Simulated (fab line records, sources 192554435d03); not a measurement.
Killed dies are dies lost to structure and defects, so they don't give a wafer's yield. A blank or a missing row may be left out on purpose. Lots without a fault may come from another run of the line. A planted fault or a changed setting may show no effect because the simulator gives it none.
Chamber matching | flow n5_finfet | N5_HKMG_FIN_PWFM_ALD_03 on ald_metal-02: 4 sister chambers
The step deposits TiN, target thk 2 nm, pulse time 1 s, purge time 3 s. 4 wafers are shown with their chamber, then 9 later ones without.

WAFERS WITH THEIR CHAMBER
wafer  | chamber | heater_power_w (W)
L087.2 | 3       | 1020
L089.2 | 2       | 788
L089.3 | 1       | 806
L089.5 | 0       | 897

WAFERS WITHOUT THEIR CHAMBER
wafer  | heater_power_w (W)
L094.1 | 1007
L094.2 | 838
L094.6 | 1035
L096.1 | 793
L096.2 | 904
L096.4 | 806
L097.1 | 925
L097.2 | 821
L097.4 | 1020

WHICH CHAMBER EACH WENT THROUGH
wafer  | from the rows above          | in truth
L094.1 | 3                            | 3
L094.2 | can't be placed: 1 or 2 or 0 | 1
L094.6 | 3                            | 3
L096.1 | can't be placed: 2 or 1      | 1
L096.2 | 0                            | 0
L096.4 | can't be placed: 1 or 2      | 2
L097.1 | 0                            | 0
L097.2 | can't be placed: 1 or 2      | 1
L097.4 | 3                            | 3
Placed correctly: 5 of 9. Can't be placed from these rows: 4 (the true chamber is among the candidates in 4). Placed wrongly: 0.
How it was worked out, from the rows above alone: a wafer's distance from a chamber is the root of the sum, over the readings, of the square of ((its reading less the chamber's mean) divided by the reading's scatter). The wafer belongs to the nearest chamber; if the next one is less than 2 further off, it can't be placed. A chamber's mean is the mean of its shown wafers. The scatter: with one shown wafer a chamber, the root of the mean of the squares of how far each hidden wafer lies from its nearest shown one.
